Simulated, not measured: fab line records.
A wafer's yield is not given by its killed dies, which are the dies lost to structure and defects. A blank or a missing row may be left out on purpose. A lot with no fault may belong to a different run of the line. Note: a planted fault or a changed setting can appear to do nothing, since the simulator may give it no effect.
Matching of chambers + flow n5_finfet + N5_MOL_CONTACT_COAG_CMP_52 on cmp-03 has 4 sister chambers
The step polishes, stops on SiO2, t overpolish 1.5 s, target thk 66.5 nm. 8 wafers are shown with their chamber, then 12 later ones without.

WAFERS WITH THEIR CHAMBER
| wafer  | chamber | motor_current_A (A) | platen_rpm (rpm) |
|--------|---------|---------------------|------------------|
| L085.5 | 3       | 14.0                | 50.33            |
| L087.6 | 2       | 9.6                 | 50.31            |
| L090.1 | 1       | 13.3                | 50.27            |
| L090.4 | 2       | 9.2                 | 50.28            |
| L090.5 | 0       | 9.0                 | 50.25            |
| L091.1 | 1       | 13.3                | 50.28            |
| L091.4 | 3       | 14.4                | 50.34            |
| L091.5 | 0       | 9.2                 | 50.32            |

WAFERS WHOSE CHAMBER IS MISSING
| wafer  | motor_current_A (A) | platen_rpm (rpm) |
|--------|---------------------|------------------|
| L092.1 | 14.2                | 50.29            |
| L092.4 | 13.7                | 50.32            |
| L092.5 | 9.6                 | 50.28            |
| L094.1 | 13.7                | 50.27            |
| L094.5 | 9.4                 | 50.30            |
| L094.6 | 14.6                | 50.33            |
| L095.3 | 15.2                | 50.28            |
| L095.5 | 9.2                 | 50.35            |
| L095.6 | 15.1                | 50.32            |
| L097.2 | 8.6                 | 50.30            |
| L097.4 | 12.1                | 50.34            |
| L097.6 | 14.7                | 50.29            |

THE CHAMBER EACH PASSED THROUGH
| wafer  | from the rows above     | in truth |
|--------|-------------------------|----------|
| L092.1 | 3                       | 3        |
| L092.4 | can't be placed: 3 or 1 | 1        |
| L092.5 | can't be placed: 2 or 0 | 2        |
| L094.1 | can't be placed: 1 or 3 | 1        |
| L094.5 | can't be placed: 2 or 0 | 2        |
| L094.6 | 3                       | 3        |
| L095.3 | 3                       | 3        |
| L095.5 | can't be placed: 2 or 0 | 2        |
| L095.6 | 3                       | 3        |
| L097.2 | can't be placed: 0 or 2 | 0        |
| L097.4 | 1                       | 1        |
| L097.6 | 3                       | 3        |
6 of 12 placed correctly. Cannot be placed on the basis of these rows: 6; the candidates contain the true chamber in 6. Placed wrongly: 0.
How it was worked out, from the rows above alone: a wafer's distance from a chamber is the root of the sum, over the readings, of the square of ((its reading less the chamber's mean) divided by the reading's scatter). The wafer belongs to the nearest chamber; if the next one is less than 2 further off, it can't be placed. The mean given for a chamber averages the wafers shown for that chamber. The scatter is the square root of a quotient: the sum, over the shown wafers, of each reading's squared deviation from its chamber's mean, divided by wafers minus chambers.
